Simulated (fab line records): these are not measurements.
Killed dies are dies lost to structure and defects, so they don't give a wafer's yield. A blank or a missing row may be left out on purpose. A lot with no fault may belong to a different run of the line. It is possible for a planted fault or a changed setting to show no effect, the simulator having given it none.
Split-lot experiment | flow n5_finfet | 7 lots, 21 wafers read, on a route of 1938 steps

ON THE SPLIT
At N5_GATE_CUT_EXPOSE_10 (exposes mask GATE CUT, target cd 20 nm), the setting dose_mj was moved away from the recipe's 43.25 on 5 of the 21 wafers read, by -7.0% to +4.5%. The other wafers ran this setting at the recipe's value.

FROM THE SPLIT TO THE READING: what the file shows between them, 2 steps
- N5_GATE_CUT_PEB_11: peb time 60 s
- N5_GATE_CUT_DEVELOP_12: develop time 30 s

THE READING
cd_nm, in nm, at N5_GATE_CUT_CD_MEAS_13 (target cd 20 nm). On this fab line, fault-free wafers typically give 19.8 nm with a standard deviation of 0.32 nm.

wafer  | tool, chamber at the split | dose_mj as run | against the recipe | cd_nm, nm | against lot-mates on the recipe
L085.1 | euv_scanner-01, 0          | 43.25          | recipe             | 19.8      | -
L085.2 | euv_scanner-01, 0          | 43.25          | recipe             | 20.0      | -
L085.3 | euv_scanner-01, 0          | 43.25          | recipe             | 20.2      | -
L084.3 | euv_scanner-01, 0          | 43.25          | recipe             | 20.0      | -
L084.4 | euv_scanner-01, 0          | 43.25          | recipe             | 19.6      | -
L084.5 | euv_scanner-01, 0          | 43.25          | recipe             | 19.5      | -
L086.3 | euv_scanner-01, 0          | 43.25          | recipe             | 19.7      | -
L086.4 | euv_scanner-01, 0          | 43.25          | recipe             | 19.5      | -
L086.5 | euv_scanner-01, 0          | 43.25          | recipe             | 19.7      | -
L089.1 | euv_scanner-02, 0          | 43.25          | recipe             | 20.2      | -
L089.5 | euv_scanner-02, 0          | 43.25          | recipe             | 20.2      | -
L089.6 | euv_scanner-02, 0          | 43.25          | recipe             | 20.8      | -
L090.2 | euv_scanner-02, 0          | 43.25          | recipe             | 19.6      | -
L090.4 | euv_scanner-02, 0          | 40.21          | -7.0%              | 17.9      | -1.6
L090.5 | euv_scanner-02, 0          | 43.25          | recipe             | 19.4      | -
L096.1 | euv_scanner-02, 0          | 45.21          | +4.5%              | 21.0      | +1.0
L096.2 | euv_scanner-02, 0          | 43.25          | recipe             | 20.0      | -
L096.6 | euv_scanner-02, 0          | 45.21          | +4.5%              | 21.1      | +1.1
L097.2 | euv_scanner-02, 0          | 43.25          | recipe             | 19.7      | -
L097.4 | euv_scanner-02, 0          | 44.45          | +2.8%              | 19.9      | +0.2
L097.5 | euv_scanner-02, 0          | 44.45          | +2.8%              | 20.1      | +0.4

FIT RESULTS
A straight line over all 21 wafers: cd_nm changes by +0.243 nm for each +1% of dose_mj; r = +0.84; the points scatter about the line by 0.37 nm.
The same after taking each lot's own level away (the mean of its wafers on the recipe; 21 wafers): +0.214 nm for each +1%; r = +0.93; scatter 0.19 nm.
According to that fit, moving dose_mj by its largest amount changes the reading by 1.5 nm.
From 19.50 to 20.40 nm: that is the span of the lots' own levels, equal to 2.8 times the standard deviation above.
So the slope is not independent of the lot-to-lot level: the two fits are not the same.
Check: with one of the wafers moved furthest among these (-7.0%) left out of the fit, the line predicts -1.43 nm for it against its lot-mates. It came out at -1.6 nm against them.

THE WHOLE CHAIN: every reading that the file lists as answering this split, in the file's order
step                   | what it does                                                       | reading                                                         | change (the file's fit)               | r (the file's)
N5_GATE_CUT_CD_MEAS_13 | target cd 20 nm                                                    | cd_nm                                                           | +0.218 nm for each +1% of the setting | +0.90
N5_GATE_CUT_DESCUM_18  | chemistry O2, time 7 s                                             | GATE_CUT.cd_nm (the simulator's own value, which no gauge read) | +0.212 nm for each +1% of the setting | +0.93
N5_GATE_CUT_ETCH_28    | etches underlayer in N2/H2, target depth 13 nm, time 10.4 s        | GATE_CUT.cd_nm (the simulator's own value, which no gauge read) | +0.187 nm for each +1% of the setting | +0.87
N5_GATE_CUT_ETCH_36    | etches SiARC in CF4, target depth 13 nm, time 21.7 s               | GATE_CUT.cd_nm (the simulator's own value, which no gauge read) | +0.216 nm for each +1% of the setting | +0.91
N5_GATE_CUT_ETCH_37    | etches SOC in N2/H2, target depth 60 nm, overetch 12 nm, time 90 s | GATE_CUT.cd_nm (the simulator's own value, which no gauge read) | +0.226 nm for each +1% of the setting | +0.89
N5_GATE_CUT_HM_OPEN_40 | chemistry C4F6/O2, target SiO2, target depth 139 nm, time 85.1 s   | GATE_CUT.cd_nm (the simulator's own value, which no gauge read) | +0.248 nm for each +1% of the setting | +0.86

THE FILE'S OWN FIT
cd_nm changes by +0.218 nm for each +1% of dose_mj, r = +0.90.
